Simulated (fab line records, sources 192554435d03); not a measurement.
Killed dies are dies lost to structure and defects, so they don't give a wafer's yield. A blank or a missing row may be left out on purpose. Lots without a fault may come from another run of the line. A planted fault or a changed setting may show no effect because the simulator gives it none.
Chamber matching | flow n5_finfet | N5_FIN_SAQP_ETCH_34 on rie_diel-05: 4 sister chambers
The step etches SiO2 in C4F6/O2, target depth 45 nm, time 15 s. 8 wafers are shown with their chamber, then 10 later ones without.

WAFERS WITH THEIR CHAMBER
wafer  | chamber | drypump_motor_current_A (A) | throttle_valve_pct (%)
L081.6 | 2       | 5.2                         | 21.05
L088.2 | 0       | 5.1                         | 20.96
L088.4 | 3       | 5.7                         | 21.45
L091.1 | 0       | 5.1                         | 20.97
L091.4 | 1       | 6.0                         | 21.10
L091.6 | 1       | 6.0                         | 21.10
L093.1 | 2       | 5.1                         | 21.09
L093.3 | 3       | 5.8                         | 21.47

WAFERS WITHOUT THEIR CHAMBER
wafer  | drypump_motor_current_A (A) | throttle_valve_pct (%)
L093.4 | 6.0                         | 21.12
L095.2 | 6.0                         | 21.12
L095.5 | 5.1                         | 20.99
L095.6 | 6.0                         | 21.14
L096.1 | 6.0                         | 21.13
L096.2 | 5.1                         | 21.11
L096.3 | 5.8                         | 21.48
L097.1 | 5.1                         | 21.00
L097.2 | 5.1                         | 21.09
L097.4 | 6.0                         | 21.12

WHICH CHAMBER EACH WENT THROUGH
wafer  | from the rows above | in truth
L093.4 | 1                   | 1
L095.2 | 1                   | 1
L095.5 | 0                   | 0
L095.6 | 1                   | 1
L096.1 | 1                   | 1
L096.2 | 2                   | 2
L096.3 | 3                   | 3
L097.1 | 0                   | 0
L097.2 | 2                   | 2
L097.4 | 1                   | 1
Placed correctly: 10 of 10. Can't be placed from these rows: 0. Placed wrongly: 0.
How it was worked out, from the rows above alone: a wafer's distance from a chamber is the root of the sum, over the readings, of the square of ((its reading less the chamber's mean) divided by the reading's scatter). The wafer belongs to the nearest chamber; if the next one is less than 2 further off, it can't be placed. A chamber's mean is the mean of its shown wafers. The scatter: the root of (the sum of the squares of (reading less its chamber's mean) over the shown wafers, divided by (wafers less chambers)).
